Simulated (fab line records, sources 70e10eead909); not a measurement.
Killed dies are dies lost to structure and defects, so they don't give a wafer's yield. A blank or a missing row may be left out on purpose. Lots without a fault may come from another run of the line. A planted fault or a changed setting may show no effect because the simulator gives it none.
Chamber matching | flow nand_harc | NHARC_A_M0_ETCH_34 on rie_diel-08: 4 sister chambers
The step etches the open film in N2/H2, target depth 40 nm, overetch 12 nm, time 43.94 s. 18 wafers are shown with their chamber, then 9 later ones without.

WAFERS WITH THEIR CHAMBER
wafer  | chamber | drypump_motor_current_A (A) | rf_vpp_V (V) | oes_product_au (a.u.)
L076.1 | 2       | 6.0                         | 434.1        | 1.001
L076.3 | 3       | 6.5                         | 427.8        | 0.993
L076.5 | 0       | 5.0                         | 430.6        | 1.006
L078.1 | 3       | 6.5                         | 428.3        | 0.983
L078.2 | 1       | 5.2                         | 435.5        | 0.999
L078.5 | 0       | 5.0                         | 430.5        | 0.998
L079.1 | 3       | 6.4                         | 427.7        | 0.987
L079.3 | 2       | 5.9                         | 432.3        | 0.989
L079.6 | 3       | 6.5                         | 426.2        | 0.977
L081.1 | 3       | 6.5                         | 428.8        | 0.988
L081.4 | 2       | 5.9                         | 432.4        | 1.001
L081.6 | 0       | 5.0                         | 430.8        | 0.992
L084.1 | 2       | 6.0                         | 433.3        | 0.993
L084.2 | 3       | 6.5                         | 428.8        | 0.989
L084.4 | 1       | 5.2                         | 434.8        | 0.996
L085.2 | 2       | 5.9                         | 431.9        | 0.998
L085.4 | 0       | 5.0                         | 430.9        | 1.003
L085.6 | 2       | 6.0                         | 432.5        | 0.993

SIGNATURES (means of the wafers above)
reading                 | chamber 0 | chamber 1 | chamber 2 | chamber 3 | scatter within a chamber
drypump_motor_current_A | 5.000     | 5.200     | 5.950     | 6.483     | 0.0408
rf_vpp_V                | 430.700   | 435.150   | 432.750   | 427.933   | 0.77
oes_product_au          | 0.99975   | 0.99750   | 0.99583   | 0.98617   | 0.00528
Rule: a wafer's distance from a chamber is the root of the sum, over the readings, of the square of ((its reading less the chamber's mean) divided by the reading's scatter). The wafer belongs to the nearest chamber; if the next one is less than 2 further off, it can't be placed. The scatter: the root of (the sum of the squares of (reading less its chamber's mean) over the shown wafers, divided by (wafers less chambers)).

WAFERS WITHOUT THEIR CHAMBER
wafer  | drypump_motor_current_A (A) | rf_vpp_V (V) | oes_product_au (a.u.)
L086.1 | 5.2                         | 434.7        | 0.995
L086.2 | 6.4                         | 427.9        | 0.985
L086.6 | 5.9                         | 432.0        | 0.978
L091.1 | 5.2                         | 435.0        | 0.996
L091.5 | 6.5                         | 427.3        | 0.989
L091.6 | 5.0                         | 429.7        | 1.000
L097.1 | 6.5                         | 426.5        | 0.992
L097.3 | 5.1                         | 430.1        | 1.005
L097.6 | 5.1                         | 429.8        | 0.992

WHICH CHAMBER EACH WENT THROUGH
wafer  | from the rows above | in truth
L086.1 | 1                   | 1
L086.2 | 3                   | 3
L086.6 | 2                   | 2
L091.1 | 1                   | 1
L091.5 | 3                   | 3
L091.6 | 0                   | 0
L097.1 | 3                   | 3
L097.3 | 0                   | 0
L097.6 | 0                   | 0
Placed correctly: 9 of 9. Can't be placed from these rows: 0. Placed wrongly: 0.
